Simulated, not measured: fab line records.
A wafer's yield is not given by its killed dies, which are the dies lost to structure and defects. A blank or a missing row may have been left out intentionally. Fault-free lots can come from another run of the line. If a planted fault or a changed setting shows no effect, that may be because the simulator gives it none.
Problem report, 8D (eight disciplines) form, completed by code || flow nand-harc || the parts of the form that need people (team, actions taken, sign-off) are left out

1. THE PROBLEM
At NHARC_END_SORT_01, killed-at-array averages 672 over 2 wafers from 2 lots, while fault-free wafers read 29, standard deviation 11. That is +58 standard deviations from the usual mean.
The first sign was on wafer L764.1 at day 23 06:09, on prober-02. At this step, 7 wafers from 3 lots have a number in the record. Rule for "out", or "out of limits": more than 4 standard deviations from the usual mean. All remaining wafers that have a number are taken as sound.

2. WHAT IT IS; WHAT IT IS NOT
{"question": "which readings at this step", "is": "killed-at-array, killed-dies", "is not": "killed-at-other, killed-at-periphery, killed-open"}
{"question": "which lots", "is": "L763, L764", "is not": "L761"}
{"question": "which wafers of those lots", "is": "L763.6, L764.1", "is not": "L763.4, L764.2"}
{"question": "read on which gauges", "is": "prober-01, prober-02", "is not": "-"}
{"question": "when", "is": "from day 23 06:09", "is not": "up to then (3 sound wafers); but 2 sound wafers of L763, L764 came after"}

3. WHAT RULES OUT EACH SUSPECT
Counting: any tool at a process step up to the reading remains a suspect provided it ran every lot that is out. Sound lots after the first of them don't rule it out here, since some wafers of a struck lot are sound.
- the gauge at NHARC_END_SORT_01: ruled out. Those wafers that are out were read across 2 gauges (prober-01, prober-02).
- rie-diel-09 at NHARC_A_STAIRCASE_ETCH_13 (etches the open film in C4F8/O2, target depth 100 nm, time 40.5 s): kept. It ran every lot that is out, first L763 (day 14 21:28). With no start given for some of its lots, NHARC_A_STAIRCASE_ETCH_13 uses the hours and lot order of NHARC_A_STAIRCASE_ETCH_19.
- rie-diel-09 at NHARC_A_STAIRCASE_ETCH_19 (etches the open film in C4F8/O2, target depth 100 nm, time 40.5 s): kept. It ran every lot that is out, first L763 (day 14 21:28). Out on those wafers are its own readings of oes-product-au.
- Within rie-diel-09 at NHARC_A_STAIRCASE_ETCH_13: the wafers that are out ran in chambers 0, 2; their sound lot-mates ran in chambers 1, 3.
Remaining after the count are rie-diel-09 at NHARC_A_STAIRCASE_ETCH_13 and rie-diel-09 at NHARC_A_STAIRCASE_ETCH_19.

4. THE CAUSE (what the simulator had put in)
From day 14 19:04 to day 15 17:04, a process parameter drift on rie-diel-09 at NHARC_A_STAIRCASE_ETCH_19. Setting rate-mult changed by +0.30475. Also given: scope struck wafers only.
This tool is one of the 2 suspects left after counting.

5. SEQUENCE OF EFFECTS, ordered by route
Each row: a reading whose mean over the struck wafers that have a number lies more than 3 standard deviations from the usual. Only readings whose record carries a usual standard deviation are examined. hours: median over the lots of the time between each lot's start at the first step of this table that gives one and its start at this step. sigmas: the change, counted in usual standard deviations.
{"hours": 0, "step": "NHARC_A_STAIRCASE_ETCH_19", "reading": "oes-product-au", "usual": "0.942 a.u.", "on struck wafers": 1.137, "change": "+0.195", "sigmas": "+18"}
{"hours": 203, "step": "NHARC_END_SORT_01", "reading": "killed-at-array", "usual": 29, "on struck wafers": 672, "change": "+643", "sigmas": "+58"}
{"hours": 203, "step": "NHARC_END_SORT_01", "reading": "killed-dies", "usual": 33, "on struck wafers": 676, "change": "+643", "sigmas": "+58"}
Here are the process steps it includes:
- NHARC_A_STAIRCASE_ETCH_19: etches the open film in C4F8/O2, target depth 100 nm, time 40.5 s.

6. WHAT WOULD HAVE CAUGHT IT SOONER
Counted from the fault's start at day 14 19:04, it took 203 hours until the first out-of-limits reading at a measuring or inspecting step in this record, taken at day 23 06:09.
At NHARC_A_STAIRCASE_ETCH_19, the tool's own readings (oes-product-au) were out on each struck wafer the step has a row for, so an alarm limit on them would have fired on the first such wafer.
By day 23 06:09 the whole set of lots that are out, 2 in number, had already begun NHARC_A_STAIRCASE_ETCH_19 on rie-diel-09. A hold on the tool at that time would have spared none of them.
